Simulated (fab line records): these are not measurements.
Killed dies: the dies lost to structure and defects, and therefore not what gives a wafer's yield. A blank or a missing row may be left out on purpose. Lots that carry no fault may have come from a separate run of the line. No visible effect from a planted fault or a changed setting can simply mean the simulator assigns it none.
Matching of chambers    flow n5 finfet    N5_BEOL_M13_CMP_49 on cmp-04 has 4 sister chambers
The step polishes, stops on SiOC, t overpolish 17.1 s, target thk 420 nm. 8 wafers are shown with their chamber, then 10 later ones without.

EACH WAFER AND ITS CHAMBER
wafer   chamber  motor current A (A)  barrier field endpoint s (s)
L075.3  0        5.1                  29.0
L079.3  0        5.1                  29.0
L078.1  1        5.9                  29.8
L078.5  1        6.4                  29.1
L084.5  3        7.1                  30.9
L084.6  2        5.1                  30.7
L083.3  3        7.1                  31.2
L083.5  2        5.1                  31.7

WAFERS MISSING THEIR CHAMBER
wafer   motor current A (A)  barrier field endpoint s (s)
L083.6  5.9                  29.3
L086.2  7.5                  30.4
L086.3  5.2                  29.7
L086.6  6.7                  29.9
L085.2  5.2                  30.3
L085.3  5.8                  29.8
L085.5  5.3                  31.0
L096.1  6.0                  29.5
L096.3  5.4                  31.1
L096.5  6.7                  30.4

CHAMBER TAKEN BY EACH
wafer   from the rows above      in truth
L083.6  1                        1
L086.2  3                        3
L086.3  can't be placed: 0 or 2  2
L086.6  can't be placed: 1 or 3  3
L085.2  can't be placed: 2 or 0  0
L085.3  1                        1
L085.5  2                        2
L096.1  1                        1
L096.3  2                        2
L096.5  can't be placed: 3 or 1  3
6 of 10 placed correctly. From these rows, 4 cannot be placed; in 4 the true chamber is one of the candidates. Number placed wrongly: 0.
How it was worked out, from the rows above alone: a wafer's distance from a chamber is the root of the sum, over the readings, of the square of ((its reading less the chamber's mean) divided by the reading's scatter). If the next closest chamber is less than 2 further off than the closest, the wafer can't be placed; otherwise it belongs to the closest. Each chamber's mean is taken over the wafers shown for it. The scatter: take each reading less its chamber's mean, square it, sum over the shown wafers, divide by the number of wafers less the number of chambers, and take the root.
